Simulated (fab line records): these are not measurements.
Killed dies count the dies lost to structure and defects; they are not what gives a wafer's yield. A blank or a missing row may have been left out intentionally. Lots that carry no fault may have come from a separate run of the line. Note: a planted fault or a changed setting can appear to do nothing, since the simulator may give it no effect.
What tool caused it?	flow n5-finfet	24 lots, 72 wafers sampled, at 6 steps of a route of 1938

## WHAT EACH GAUGE READ, for each wafer
N5_BEOL_M4_CD_MEAS_28: target cd 26.2 nm, target cd y 24.1 nm.
lot	measured	on	cd-nm (nm)
L074	day 7 09:52	cd-sem-02	26.15 25.95 26.12
L075	day 7 09:55	cd-sem-03	26.22 26.03 25.93
L076	day 8 00:43	cd-sem-01	26.24 26.36 26.27
L077	day 8 00:52	cd-sem-02	26.40 26.14 26.48
L078	day 8 12:46	cd-sem-01	26.12 26.34 26.55
L080	day 8 16:11	cd-sem-01	26.21 26.34 26.42
L079	day 8 20:01	cd-sem-03	26.27 25.84 26.25
L081	day 8 22:42	cd-sem-01	26.61 25.99 26.23
L082	day 9 04:21	cd-sem-01	26.30 26.30 26.13
L083	day 9 13:04	cd-sem-02	26.42 26.26 26.12
L084	day 10 04:36	cd-sem-01	26.78 25.87 26.40
L086	day 10 05:25	cd-sem-03	26.26 26.08 26.25
L085	day 10 11:01	cd-sem-01	26.05 26.24 26.37
L087	day 10 17:04	cd-sem-02	25.89 26.00 26.17
L088	day 10 18:28	cd-sem-03	26.44 25.66 26.37
L089	day 11 05:44	cd-sem-02	25.98 26.36 26.33
L090	day 11 09:55	cd-sem-01	25.91 26.20 26.44
L091	day 11 10:05	cd-sem-03	26.33 26.26 26.21
L093	day 12 06:26	cd-sem-02	25.94 25.80 25.97
L092	day 12 12:54	cd-sem-03	26.03 26.23 26.06
L094	day 12 13:45	cd-sem-02	26.43 25.90 25.75
L095	day 13 06:11	cd-sem-02	26.29 26.10 25.95
L096	day 13 18:44	cd-sem-03	25.79 26.62 26.08
L097	day 13 19:11	cd-sem-03	26.45 26.14 26.33

N5_BEOL_M4_OCD_MEAS_38.
lot	measured	on	trench-depth-nm (nm)
L074	day 7 17:49	ocd-01	55.4 55.1 56.3
L075	day 7 19:34	ocd-01	56.5 56.2 55.6
L076	day 8 02:00	ocd-02	55.4 53.8 54.3
L077	day 8 02:04	ocd-02	55.2 55.8 55.9
L078	day 8 14:04	ocd-02	54.8 55.5 55.0
L080	day 8 20:11	ocd-01	54.4 55.3 55.9
L079	day 8 20:47	ocd-02	55.8 56.2 55.3
L081	day 8 23:29	ocd-02	55.5 55.4 56.1
L082	day 9 06:57	ocd-01	55.9 55.6 54.7
L083	day 10 02:07	ocd-01	55.5 55.7 56.5
L084	day 10 05:36	ocd-01	55.2 55.1 55.4
L086	day 10 06:25	ocd-02	55.5 56.4 55.8
L085	day 10 12:26	ocd-01	55.4 56.2 55.5
L087	day 10 22:04	ocd-01	55.0 56.1 56.4
L088	day 10 22:06	ocd-01	55.6 55.0 54.8
L089	day 11 07:54	ocd-02	55.1 55.7 54.7
L090	day 11 11:05	ocd-02	56.4 56.1 56.0
L091	day 11 11:53	ocd-02	55.4 56.1 55.4
L093	day 12 08:39	ocd-01	57.0 56.0 55.7
L092	day 12 14:25	ocd-02	55.6 56.2 55.6
L094	day 12 15:11	ocd-01	56.4 56.3 56.4
L095	day 13 08:24	ocd-01	55.5 54.9 54.7
L096	day 13 20:51	ocd-02	56.8 56.0 56.8
L097	day 13 20:59	ocd-01	55.7 56.1 56.3

## WHICH TOOL RAN EACH LOT (tool, then ch and the chambers of the sampled wafers, then the start)
lot	N5_BEOL_M3_DEP_57	N5_BEOL_M4_ETCH_77	N5_BEOL_M4_ALD_98	N5_BEOL_M4_ETCH_70
L074	pecvd-02 ch 0,1, day 7 07:18	rie-diel-01 ch 1,2, day 7 10:01	ald-sin-04 ch 0,2, day 7 10:41	rie-diel-01 ch 1,2,3, day 7 17:28
L075	pecvd-04 ch 0,1,2, day 7 08:08	rie-diel-02 ch 0,1,2, day 7 10:09	ald-sin-04 ch 0,2,3, day 7 10:47	rie-diel-02 ch 0,1,2, day 7 19:12
L076	pecvd-01 ch 1,2, day 7 20:16	rie-diel-02 ch 0,2,3, day 8 01:07	ald-sin-02 ch 0,1,3, day 8 01:24	rie-diel-03 ch 2,3, day 8 01:38
L077	pecvd-01 ch 0,1,2, day 7 20:54	rie-diel-03 ch 1,3, day 8 01:08	ald-sin-02 ch 0,2,3, day 8 01:30	rie-diel-02 ch 0,1,2, day 8 01:41
L078	pecvd-01 ch 0,1,2, day 8 10:47	rie-diel-03 ch 2,3, day 8 12:55	ald-sin-02 ch 1,2, day 8 13:26	rie-diel-02 ch 1,2, day 8 13:42
L080	pecvd-02 ch 0,1, day 8 13:55	rie-diel-02 ch 1,2,3, day 8 16:32	ald-sin-01 ch 0,1,3, day 8 16:44	rie-diel-03 ch 1,3, day 8 19:50
L079	pecvd-02 ch 1,2, day 8 15:11	rie-diel-02 ch 1,2, day 8 20:10	ald-sin-02 ch 0,1,2, day 8 20:16	rie-diel-01 ch 0,2,3, day 8 20:26
L081	pecvd-02 ch 0,1,2, day 8 20:52	rie-diel-03 ch 1,2, day 8 22:52	ald-sin-04 ch 2,3, day 8 22:58	rie-diel-03 ch 1,2, day 8 23:07
L082	pecvd-02 ch 0,2, day 9 02:45	rie-diel-01 ch 0,1,3, day 9 04:30	ald-sin-02 ch 0,1, day 9 04:36	rie-diel-03 ch 1,2,3, day 9 06:35
L083	pecvd-01 ch 0,2, day 9 10:55	rie-diel-03 ch 0,1, day 9 13:13	ald-sin-04 ch 0,1,2, day 9 13:19	rie-diel-02 ch 0,2,3, day 10 01:46
L084	pecvd-01 ch 0,2, day 10 02:43	rie-diel-03 ch 0,2, day 10 04:47	ald-sin-01 ch 0,2,3, day 10 05:02	rie-diel-02 ch 0,3, day 10 05:14
L086	pecvd-01 ch 0,1,2, day 10 03:15	rie-diel-03 ch 0,2, day 10 05:42	ald-sin-02 ch 0,2,3, day 10 05:48	rie-diel-01 ch 1,2,3, day 10 06:04
L085	pecvd-02 ch 0,1, day 10 08:53	rie-diel-03 ch 1,2, day 10 11:11	ald-sin-01 ch 0,1,3, day 10 11:26	rie-diel-01 ch 1,2, day 10 12:04
L087	pecvd-01 ch 0,1, day 10 13:36	rie-diel-03 ch 1,2, day 10 17:14	ald-sin-02 ch 0,2,3, day 10 17:20	rie-diel-01 ch 0,2, day 10 21:42
L088	pecvd-04 ch 0,1,2, day 10 16:02	rie-diel-01 ch 0,1,2, day 10 18:37	ald-sin-01 ch 1,3, day 10 18:47	rie-diel-02 ch 0,1,3, day 10 21:44
L089	pecvd-01 ch 0,1, day 11 03:53	rie-diel-02 ch 0,2,3, day 11 05:53	ald-sin-04 ch 1,2, day 11 07:23	rie-diel-01 ch 0,2,3, day 11 07:32
L090	pecvd-04 ch 0,1, day 11 07:43	rie-diel-01 ch 0,3, day 11 10:04	ald-sin-02 ch 0,1,3, day 11 10:33	rie-diel-02 ch 2,3, day 11 10:43
L091	pecvd-01 ch 0,1, day 11 07:55	rie-diel-03 ch 2,3, day 11 10:15	ald-sin-02 ch 0,1,3, day 11 10:39	rie-diel-03 ch 0,1,2, day 11 11:32
L093	pecvd-01 ch 0,1,2, day 12 04:10	rie-diel-01 ch 1,2,3, day 12 06:35	ald-sin-01 ch 1,2,3, day 12 06:43	rie-diel-03 ch 1,2,3, day 12 08:17
L092	pecvd-01 ch 0,1,2, day 12 09:32	rie-diel-03 ch 0,3, day 12 13:03	ald-sin-01 ch 0,1,3, day 12 13:29	rie-diel-01 ch 1,2,3, day 12 14:03
L094	pecvd-04 ch 0,1, day 12 11:39	rie-diel-02 ch 0,1,3, day 12 14:10	ald-sin-04 ch 0,1,2, day 12 14:40	rie-diel-01 ch 2,3, day 12 14:50
L095	pecvd-02 ch 0,1,2, day 13 03:17	rie-diel-01 ch 0,1,2, day 13 06:22	ald-sin-04 ch 0,1,3, day 13 06:28	rie-diel-02 ch 1,3, day 13 08:02
L096	pecvd-02 ch 0,1, day 13 13:58	rie-diel-02 ch 0,2,3, day 13 18:54	ald-sin-02 ch 1,2, day 13 19:00	rie-diel-03 ch 0,3, day 13 20:20
L097	pecvd-02 ch 0,2, day 13 14:48	rie-diel-03 ch 0,3, day 13 19:21	ald-sin-04 ch 0,1, day 13 19:29	rie-diel-01 ch 0,2, day 13 20:38
- N5_BEOL_M3_DEP_57: deposits SiCN from 3MS/NH3, target thk 8 nm, time 14 s.
- N5_BEOL_M4_ETCH_77: etches underlayer in N2/H2, target depth 6.5 nm, time 5.2 s.
- N5_BEOL_M4_ALD_98: deposits SiO2, target thk 2.5 nm, pulse time 1 s, co reactant pulse time 1 s.
- N5_BEOL_M4_ETCH_70: etches SOC in N2/H2, target depth 80 nm, overetch 24 nm, time 130 s.

## AS READ BY THE TOOLS THEMSELVES (means over the sampled wafers that have a number; for cases with no such wafer, the mark the record gives instead)
N5_BEOL_M3_DEP_57.
lot	tool	showerhead-plenum-p-Torr (Torr)	throttle-valve-pct (%)
L074	pecvd-02	3.669	9.0
L075	pecvd-04	3.659	9.3
L076	pecvd-01	3.665	9.4
L077	pecvd-01	3.657	9.2
L078	pecvd-01	3.662	9.4
L080	pecvd-02	3.681	8.8
L079	pecvd-02	3.680	8.7
L081	pecvd-02	3.670	9.0
L082	pecvd-02	3.677	9.2
L083	pecvd-01	3.658	9.2
L084	pecvd-01	3.651	9.1
L086	pecvd-01	3.661	9.3
L085	pecvd-02	3.681	9.0
L087	pecvd-01	3.662	9.5
L088	pecvd-04	3.660	9.2
L089	pecvd-01	3.664	9.1
L090	pecvd-04	3.661	9.4
L091	pecvd-01	3.656	9.2
L093	pecvd-01	3.664	8.9
L092	pecvd-01	3.663	9.0
L094	pecvd-04	3.667	9.3
L095	pecvd-02	3.673	9.0
L096	pecvd-02	3.681	9.2
L097	pecvd-02	3.671	9.1

N5_BEOL_M4_ETCH_77.
lot	tool	drypump-motor-current-A (A)	etch-rf-on-time-s (s)	oes-product-au (a.u.)	rf-vpp-V (V)	showerhead-plenum-p-Torr (Torr)	throttle-valve-pct (%)
L074	rie-diel-01	5.8	5.14	0.73	522.6	2.51	17.65
L075	rie-diel-02	5.3	5.16	0.70	523.3	2.52	17.75
L076	rie-diel-02	5.7	5.20	0.72	525.7	2.58	17.74
L077	rie-diel-03	6.0	5.17	0.61	526.0	2.59	17.97
L078	rie-diel-03	6.4	5.20	0.60	520.7	2.45	17.94
L080	rie-diel-02	5.4	5.23	0.69	523.9	2.52	17.87
L079	rie-diel-02	5.1	5.17	0.66	521.3	2.47	17.90
L081	rie-diel-03	6.2	5.13	0.61	523.5	2.49	17.81
L082	rie-diel-01	6.1	5.15	0.76	524.9	2.59	17.52
L083	rie-diel-03	6.1	5.19	0.75	523.8	2.54	17.50
L084	rie-diel-03	6.3	5.21	0.73	523.0	2.47	17.50
L086	rie-diel-03	6.3	5.14	0.74	522.8	2.47	17.50
L085	rie-diel-03	6.0	5.16	0.60	524.6	2.55	17.85
L087	rie-diel-03	6.2	5.14	0.61	521.6	2.48	17.83
L088	rie-diel-01	5.9	5.13	0.71	523.3	2.53	17.56
L089	rie-diel-02	5.7	5.20	0.69	523.8	2.56	17.79
L090	rie-diel-01	6.2	5.08	0.74	525.4	2.63	17.39
L091	rie-diel-03	6.3	5.12	0.74	521.2	2.48	17.85
L093	rie-diel-01	5.9	5.18	0.68	524.0	2.56	17.68
L092	rie-diel-03	6.3	5.20	0.78	522.2	2.50	17.69
L094	rie-diel-02	5.4	5.24	0.71	525.8	2.60	17.66
L095	rie-diel-01	5.9	5.17	0.69	524.2	2.52	17.59
L096	rie-diel-02	5.7	5.20	0.68	525.3	2.55	17.83
L097	rie-diel-03	6.3	5.15	0.76	522.4	2.49	17.74

N5_BEOL_M4_ALD_98.
lot	tool	heater-power-w (W)	precursor-pulse-height-rel
L074	ald-sin-04	88	1.007
L075	ald-sin-04	81	0.990
L076	ald-sin-02	77	1.004
L077	ald-sin-02	78	0.987
L078	ald-sin-02	82	1.000
L080	ald-sin-01	85	0.991
L079	ald-sin-02	81	0.986
L081	ald-sin-04	67	0.990
L082	ald-sin-02	81	0.999
L083	ald-sin-04	78	0.991
L084	ald-sin-01	76	0.991
L086	ald-sin-02	79	0.984
L085	ald-sin-01	86	1.000
L087	ald-sin-02	79	1.002
L088	ald-sin-01	86	1.006
L089	ald-sin-04	74	1.010
L090	ald-sin-02	79	1.001
L091	ald-sin-02	77	1.010
L093	ald-sin-01	78	0.994
L092	ald-sin-01	85	1.007
L094	ald-sin-04	77	1.000
L095	ald-sin-04	73	1.031
L096	ald-sin-02	79	0.991
L097	ald-sin-04	81	0.995

N5_BEOL_M4_ETCH_70.
lot	tool	drypump-motor-current-A (A)	oes-product-au (a.u.)	rf-vpp-V (V)	showerhead-plenum-p-Torr (Torr)	throttle-valve-pct (%)
L074	rie-diel-01	5.9	0.62	525.3	2.57	17.56
L075	rie-diel-02	5.3	0.60	522.3	2.52	17.74
L076	rie-diel-03	6.3	0.52	522.2	2.48	18.05
L077	rie-diel-02	5.3	0.60	523.4	2.52	17.73
L078	rie-diel-02	5.4	0.63	523.6	2.54	17.88
L080	rie-diel-03	6.0	0.52	523.6	2.59	17.93
L079	rie-diel-01	6.0	0.62	526.0	2.61	17.44
L081	rie-diel-03	6.0	0.52	524.1	2.56	17.75
L082	rie-diel-03	6.2	0.52	523.5	2.52	17.93
L083	rie-diel-02	5.6	0.60	524.8	2.57	17.73
L084	rie-diel-02	5.6	0.57	523.8	2.55	17.59
L086	rie-diel-01	5.9	0.60	524.1	2.56	17.60
L085	rie-diel-01	5.7	0.57	522.4	2.51	17.62
L087	rie-diel-01	5.8	0.58	524.0	2.55	17.49
L088	rie-diel-02	5.4	0.55	522.9	2.50	17.73
L089	rie-diel-01	6.0	0.60	525.0	2.60	17.48
L090	rie-diel-02	5.7	0.62	524.2	2.58	17.89
L091	rie-diel-03	6.2	0.56	522.6	2.51	17.64
L093	rie-diel-03	6.2	0.57	523.7	2.51	17.83
L092	rie-diel-01	5.9	0.58	524.9	2.56	17.63
L094	rie-diel-01	6.0	0.57	525.8	2.63	17.58
L095	rie-diel-02	5.2	0.66	527.6	2.66	17.60
L096	rie-diel-03	6.3	0.65	521.9	2.49	17.68
L097	rie-diel-01	6.0	0.60	524.6	2.56	17.43

## THE ANSWER, worked out from the rows above alone
Rule: the usual values come from the lots themselves. The widest of any qualifying gaps counts: lots, ordered by their means at a reading, are off when they make up no more than a third of the lots, leave a main group of 4 or more, and stand apart from it by 3 or more times the standard deviation of that group's means. If all means in a main group match to the digits the tables above print for the reading, that group is not used. Also off: a lot with no number at a reading for which 4 or more lots have one. The other lots that the step has rows for count as sound. The gauges are gone through in route order, then the tools' own readings, and for those a lot's mean is taken as printed above. At the first step where some lot is off, the reading lying furthest off is the one used; lots without a number count as furthest.
No lot is off on any of the readings shown, so nothing can be concluded from this.

## WHAT THE SIMULATOR HAD PUT IN
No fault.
